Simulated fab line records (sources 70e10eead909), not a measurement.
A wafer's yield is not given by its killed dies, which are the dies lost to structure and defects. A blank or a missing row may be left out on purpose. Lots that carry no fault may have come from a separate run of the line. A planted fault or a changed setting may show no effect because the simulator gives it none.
A lot that was struck, set against a sound lot || flow nand_harc || 41 steps out of a route of 1159
Sound: the wafers L569.1, L569.4, L569.6. The struck wafers were L580.2, L580.4, L580.6. At the end, the cause is stated.
Order at every step that has rows: each side's tool, ch and its chambers, its first start. Under that, the readings that differ: sound wafers || struck wafers || difference of the means || sigmas: that difference in standard deviations of wafers without a fault.
alike: words and numbers the same on both sides, and readings whose means are apart by under 2 such deviations; not compared: readings that were withheld, readings missing a value for some wafer, numbers with overlapping values and no deviation given by the record, and bounds like >300 which may hide the same value.
A row with sigmas, a row that says differs or no value, or rows on one side alone: a step with any of these is where the two part. Numbers that have no deviation but don't overlap get no sigmas and don't part them. A reading that every wafer of one side lacks parts them only if that side has two wafers or more.

first, 7 steps without rows for these wafers: NHARC_P_GATE_HMDS_52 (time 30 s); NHARC_P_GATE_COAT_53; NHARC_P_GATE_SOFTBAKE_54 (time 95 s); NHARC_P_GATE_EBR_55; NHARC_P_GATE_EXPOSE_56 (exposes mask P PSD, target cd 720 nm); NHARC_P_GATE_PEB_57 (peb time 85 s); NHARC_P_GATE_DEVELOP_58 (time 70 s).
NHARC_P_GATE_CD_MEAS_59 targets a cd of 720 nm.
  sound on cd_sem-01 ch 0, day 5 15:33; struck on cd_sem-02 ch 0, day 8 16:46
  alike: cd_nm
then, 3 steps without rows for these wafers: NHARC_P_GATE_HARDBAKE_60 (time 80 s); NHARC_P_GATE_DESCUM_61 (chemistry O2, time 3 s); NHARC_P_GATE_IMPLANT_62.
NHARC_P_GATE_STRIP_112: strips in N2/H2, time 200 s.
  sound on plasma_asher-01 ch 0,1, day 5 16:07; struck on plasma_asher-01 ch 0, day 8 17:20
  alike: drypump_motor_current_A, heater_power_w
  not compared: rf_hours_counter_h
NHARC_P_GATE_STRIP_76: strips in O2.
  sound on plasma_asher-01 ch 0,1, day 5 16:22; struck on plasma_asher-01 ch 0, day 8 17:35
  alike: drypump_motor_current_A, heater_power_w
  not compared: rf_hours_counter_h
then, 9 steps without rows for these wafers: NHARC_P_GATE_STRIP_63 (strips in SPM, time 900 s); NHARC_P_GATE_DEHYDRATE_83 (time 120 s); NHARC_P_GATE_HMDS_84 (time 30 s); NHARC_P_GATE_COAT_85; NHARC_P_GATE_SOFTBAKE_86 (time 95 s); NHARC_P_GATE_EBR_87; NHARC_P_GATE_EXPOSE_88 (exposes mask P HVN, target cd 2000 nm); NHARC_P_GATE_PEB_89 (peb time 85 s); NHARC_P_GATE_DEVELOP_90 (time 70 s).
NHARC_P_GATE_CD_MEAS_91 targets a cd of 2000 nm.
  sound on cd_sem-01 ch 0, day 5 17:17; struck on cd_sem-01 ch 0, day 8 18:23
  alike: cd_nm
then, 3 steps without rows for these wafers: NHARC_P_GATE_HARDBAKE_92 (time 80 s); NHARC_P_GATE_DESCUM_93 (chemistry O2, time 3 s); NHARC_P_GATE_IMPLANT_94.
NHARC_P_GATE_STRIP_113: strips in N2/H2, time 740 s.
  sound on plasma_asher-01 ch 0, day 5 17:49; struck on plasma_asher-01 ch 1, day 8 19:02
  alike: drypump_motor_current_A, heater_power_w
  not compared: rf_hours_counter_h
NHARC_P_GATE_STRIP_95: strips in O2.
  sound on plasma_asher-01 ch 0, day 5 18:31; struck on plasma_asher-01 ch 1, day 8 19:38
  alike: drypump_motor_current_A, heater_power_w
  not compared: rf_hours_counter_h
then, 3 steps without rows for these wafers: NHARC_P_GATE_STRIP_96 (strips in SPM, time 900 s); NHARC_P_GATE_RTA_64 (time 1 s); NHARC_P_GATE_ETCH_77 (etches SiO2 in dHF, target depth 6 nm).
NHARC_P_GATE_DEGAS_109: time 60 s.
  struck on pvd_sputter-01, day 8 20:31; sound on pvd_sputter-03, day 5 19:23
  alike: heater_power_w
then, 3 steps without rows for these wafers: NHARC_P_GATE_PRE_CLEAN_110 (time 30 s); NHARC_P_GATE_SPUTTER_78 (material Ni, target thk 10 nm); NHARC_P_GATE_SPUTTER_79 (material TiN, target thk 10 nm).
NHARC_P_GATE_RTA_80: time 30 s.
  sound on rtp_anneal-01 ch 0, day 5 20:04; struck on rtp_anneal-01 ch 0, day 8 20:53
  alike: wafer_temp_C_max
then, 2 steps without rows for these wafers: NHARC_P_GATE_STRIP_67 (strips in SPM, time 600 s); NHARC_P_GATE_RTA_82 (time 30 s).
NHARC_P_GATE_INSPECT_68:
  struck on defect_inspect-02, day 8 21:31; sound on defect_inspect-02, day 5 21:04
{"reading": "raw_defect_count", "sound": "109 143 143", "struck": "597 749 695", "difference": "+549", "sigmas": "+7"}
then, 1 step without rows for these wafers: NHARC_P_CONTACT_DEP_30 (deposits SiNx, target thk 30 nm).
-- record jumps: 13 days between struck wafers' starts before vs after; left off in module P_CONTACT, resumes in module END, first step shown is number 1159 of the route --
NHARC_END_SORT_01:
  only the struck wafers appear in the record here, on prober-02 ch 0 at day 22 04:45; the sound ones have no rows

== WHERE THEY PART ==
At NHARC_P_GATE_INSPECT_68 first; at NHARC_END_SORT_01 last (within this record only).

WHY: what the simulator had put in
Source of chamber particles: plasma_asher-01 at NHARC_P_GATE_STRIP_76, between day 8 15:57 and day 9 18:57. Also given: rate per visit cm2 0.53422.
